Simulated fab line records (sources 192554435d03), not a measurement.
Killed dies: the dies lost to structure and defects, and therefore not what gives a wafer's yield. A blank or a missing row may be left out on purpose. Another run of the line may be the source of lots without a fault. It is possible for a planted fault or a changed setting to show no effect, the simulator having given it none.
Struck lot and sound lot, side by side	flow n5-finfet	38 steps out of a route of 1938
Sound: these wafers, L136.1, L136.2, L136.5. Struck: wafer L121.6 (L121.2, L121.4, from the same lot, were not struck and are left out); the cause is given at the end.
Per side, at each step with rows, come the tool, then ch with its chambers, and then its first start. Under that, the readings that differ: sound wafers	struck wafers	difference of the means	sigmas: that difference in standard deviations of wafers without a fault.
alike: readings whose means differ by less than 2 such deviations, and words and numbers that are the same on both sides. not compared: withheld readings, readings that some wafer has no value for, bounds like >300 that may hide the same value, and numbers for which the record gives no deviation and whose values overlap.
The two part at a step that has a row with sigmas, a row that says differs or no value, or rows on one side only. Numbers that have no deviation but don't overlap get no sigmas and don't part them. A reading that every wafer of one side lacks parts them only if that side has two wafers or more.

first, 9 steps without rows for these wafers: N5_BEOL_M4_ANNEAL_95 (time 240 s); N5_BEOL_M4_SPUTTER_96 (material Cu, target thk 4.5 nm, time 8.29 s); N5_BEOL_M4_ECD_50 (material Cu, target thk 300 nm); N5_BEOL_M4_ANNEAL_51 (time 90 s); N5_BEOL_M4_CMP_52 (polishes, stops on SiOC, t overpolish 6.8 s, target thk 40 nm); N5_BEOL_M4_PRE_CLEAN_60 (time 15 s); N5_BEOL_M4_CO_CAP_55 (material Co, precursor CCTBA/H2, target thk 2 nm, time 102.1 s); N5_BEOL_M4_PRE_CLEAN_56 (time 15 s); N5_BEOL_M4_DEP_57 (deposits SiCN from 3MS/NH3, target thk 8 nm, time 14 s).
N5_BEOL_M4_RC_MEAS_101:
  sound on prober-02 ch 0, day 13 04:22; struck on prober-01 ch 0, day 8 16:11
  alike: DIBL_N, DIBL_P, IOFF_N, IOFF_P, ION_N, ION_P, SS_N, SS_P, VT_N, VT_P
then, 24 steps without rows for these wafers: N5_BEOL_M5_ILD_DEP_00 (deposits SiCOH lowk from DEMS/porogen, target thk 140.64 nm, time 25.9 s); N5_BEOL_M5_CURE_79 (cures SiCOH lowk, time 240 s); N5_BEOL_M5_PECVD_70 (deposits SiO2 from TEOS/O2, target thk 16 nm, time 18 s); N5_BEOL_M5_HM_DEP_02 (deposits TiN, target thk 20 nm); N5_BEOL_M5_COAT_59 (time 60 s, resist thk 60 nm); N5_BEOL_M5_COAT_60 (time 60 s, resist thk 12 nm); N5_BEOL_M5_COAT_71 (time 60 s, resist thk 5 nm); N5_BEOL_M5_COAT_05 (resist thk 30 nm); N5_BEOL_M5_EBR_07; N5_BEOL_M5_SOFTBAKE_06 (time 60 s); N5_BEOL_M5_EXPOSE_08 (exposes mask M5, target cd 28 nm); N5_BEOL_M5_PEB_09 (peb time 60 s); N5_BEOL_M5_DEVELOP_10 (develop time 30 s); N5_BEOL_M5_DESCUM_16 (chemistry O2, time 7 s); N5_BEOL_M5_ETCH_72 (etches underlayer in N2/H2, target depth 6.5 nm, time 5.2 s); N5_BEOL_M5_ETCH_61 (etches SiARC in CF4, target depth 15.6 nm, time 26 s); N5_BEOL_M5_ETCH_62 (etches SOC in N2/H2, target depth 75 nm, overetch 15 nm, time 112.5 s); N5_BEOL_M5_STRIP_63 (strips in N2/H2); N5_BEOL_M5_STRIP_73 (strips in N2/H2); N5_BEOL_M5_STRIP_64 (strips in CF4); N5_BEOL_M5_HM_OPEN_17 (chemistry Cl2/BCl3, target TiN, target depth 20 nm, overetch 6 nm); N5_BEOL_M5_STRIP_19 (strips in O2); N5_BEOL_M5_COAT_65 (time 60 s, resist thk 60 nm); N5_BEOL_M5_COAT_66 (time 60 s, resist thk 12 nm).
-- the record jumps here: 3 days lie between the struck wafers' starts before and after (it left off in module BEOL_M5 and takes up again in module BEOL_M13, whose first step shown is number 1710 of the route) --
N5_BEOL_M13_CMP_49: polishes, stops on SiOC, t overpolish 17.1 s, target thk 420 nm.
  sound on cmp-03 ch 0,2, day 16 13:19; struck on cmp-01 ch 0, day 12 03:53
reading	sound	struck	difference	sigmas
barrier-field-endpoint-s (s)	29.5 29.8 30.0	61.1	+31.3	+52
overpolish-run-s (s)	17.104 17.090 17.095	0.593	-16.503	-99 or more
  alike: edge-zone-pressure-frac, motor-current-A
N5_BEOL_M13_THK_MEAS_50: measures by xrf.
  struck on film-metro-02, day 12 04:11; sound on film-metro-01, day 16 13:35
reading	sound	struck	difference	sigmas
M13_THK (nm)	421 418 430	809	+386	+57
N5_BEOL_M13_INSPECT_55: inspects for defects (darkfield).
  struck on defect-inspect-02, day 12 04:20; sound on defect-inspect-02, day 16 13:44
reading	sound	struck	difference	sigmas
raw-defect-count	79 100 57	3090	+3011	+99 or more
N5_PASSIVATION_PROBE_49:
  struck on prober-02, day 13 06:38; sound on prober-01, day 17 18:29
reading	sound	struck	difference	sigmas
defect-limited-yield (%)	90.7 91.9 92.2	0	-92	-70
killed_at_M4_up	13 15 8	1106	+1094	+99 or more
killed-at-contacts	18 25 20	4	-17	-3
killed-dies	110 95 92	1180	+1081	+72
killed-on-rim	16 8 21	152	+137	+37
sort-n-pass	1070 1085 1088	0	-1081	-72
sort-yield-pct (%)	90.7 91.9 92.2	0	-92	-70
  alike: killed_at_M0_to_M3, killed-at-front-end, killed-at-other, killed-open, killed-short, sort_bin_5_function, sort_bin_6_memory

WHERE THEY PART
First at N5_BEOL_M13_CMP_49; last, within this record, at N5_PASSIVATION_PROBE_49.

WHY: what the simulator had put in
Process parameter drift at N5_BEOL_M13_CMP_49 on cmp-01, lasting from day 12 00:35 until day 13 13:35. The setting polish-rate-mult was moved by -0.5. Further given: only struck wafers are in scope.
